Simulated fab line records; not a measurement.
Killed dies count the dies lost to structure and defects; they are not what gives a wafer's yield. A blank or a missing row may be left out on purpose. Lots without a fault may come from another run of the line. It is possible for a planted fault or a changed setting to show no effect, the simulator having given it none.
Matching of chambers :: flow n5_finfet :: N5_BEOL_M3_CMP_52 on cmp-03 has 4 sister chambers
The step polishes, stops on SiOC, t overpolish 6.8 s, target thk 40 nm. 8 wafers are shown with their chamber, then 9 later ones without.

WAFERS PAIRED WITH THEIR CHAMBERS
wafer: L080.6
chamber: 1
motor_current_A (A): 6.9
time_to_endpoint_s (s): 63.4

wafer: L083.1
chamber: 3
motor_current_A (A): 5.6
time_to_endpoint_s (s): 54.2

wafer: L083.2
chamber: 2
motor_current_A (A): 6.2
time_to_endpoint_s (s): 63.9

wafer: L084.1
chamber: 3
motor_current_A (A): 5.6
time_to_endpoint_s (s): 58.8

wafer: L084.6
chamber: 0
motor_current_A (A): 5.4
time_to_endpoint_s (s): 58.8

wafer: L088.2
chamber: 1
motor_current_A (A): 7.3
time_to_endpoint_s (s): 63.8

wafer: L088.3
chamber: 2
motor_current_A (A): 6.1
time_to_endpoint_s (s): 64.1

wafer: L088.6
chamber: 0
motor_current_A (A): 5.3
time_to_endpoint_s (s): 61.7

WAFERS WITH NO CHAMBER GIVEN
wafer: L092.1
motor_current_A (A): 7.6
time_to_endpoint_s (s): 58.4

wafer: L092.4
motor_current_A (A): 5.2
time_to_endpoint_s (s): 58.7

wafer: L092.5
motor_current_A (A): 5.0
time_to_endpoint_s (s): 58.1

wafer: L090.1
motor_current_A (A): 5.5
time_to_endpoint_s (s): 56.7

wafer: L090.4
motor_current_A (A): 6.9
time_to_endpoint_s (s): 60.9

wafer: L090.6
motor_current_A (A): 6.5
time_to_endpoint_s (s): 62.8

wafer: L097.1
motor_current_A (A): 5.3
time_to_endpoint_s (s): 57.7

wafer: L097.2
motor_current_A (A): 5.4
time_to_endpoint_s (s): 56.7

wafer: L097.5
motor_current_A (A): 5.4
time_to_endpoint_s (s): 61.1

WHICH CHAMBER EACH ONE RAN IN
wafer: L092.1
from the rows above: 1
in truth: 1

wafer: L092.4
from the rows above: can't be placed: 0 or 3
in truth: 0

wafer: L092.5
from the rows above: can't be placed: 0 or 3
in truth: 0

wafer: L090.1
from the rows above: can't be placed: 3 or 0
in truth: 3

wafer: L090.4
from the rows above: 1
in truth: 1

wafer: L090.6
from the rows above: can't be placed: 2 or 1
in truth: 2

wafer: L097.1
from the rows above: can't be placed: 0 or 3
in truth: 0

wafer: L097.2
from the rows above: can't be placed: 3 or 0
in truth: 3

wafer: L097.5
from the rows above: 0
in truth: 0
Correct placement for 3 of the 9. These rows do not allow placing 6 (true chamber among the candidates in 6). Number placed wrongly: 0.
How it was worked out, from the rows above alone: a wafer's distance from a chamber is the root of the sum, over the readings, of the square of ((its reading less the chamber's mean) divided by the reading's scatter). If the next closest chamber is less than 2 further off than the closest, the wafer can't be placed; otherwise it belongs to the closest. A chamber's mean is the mean of its shown wafers. The scatter: the root of (the sum of the squares of (reading less its chamber's mean) over the shown wafers, divided by (wafers less chambers)).
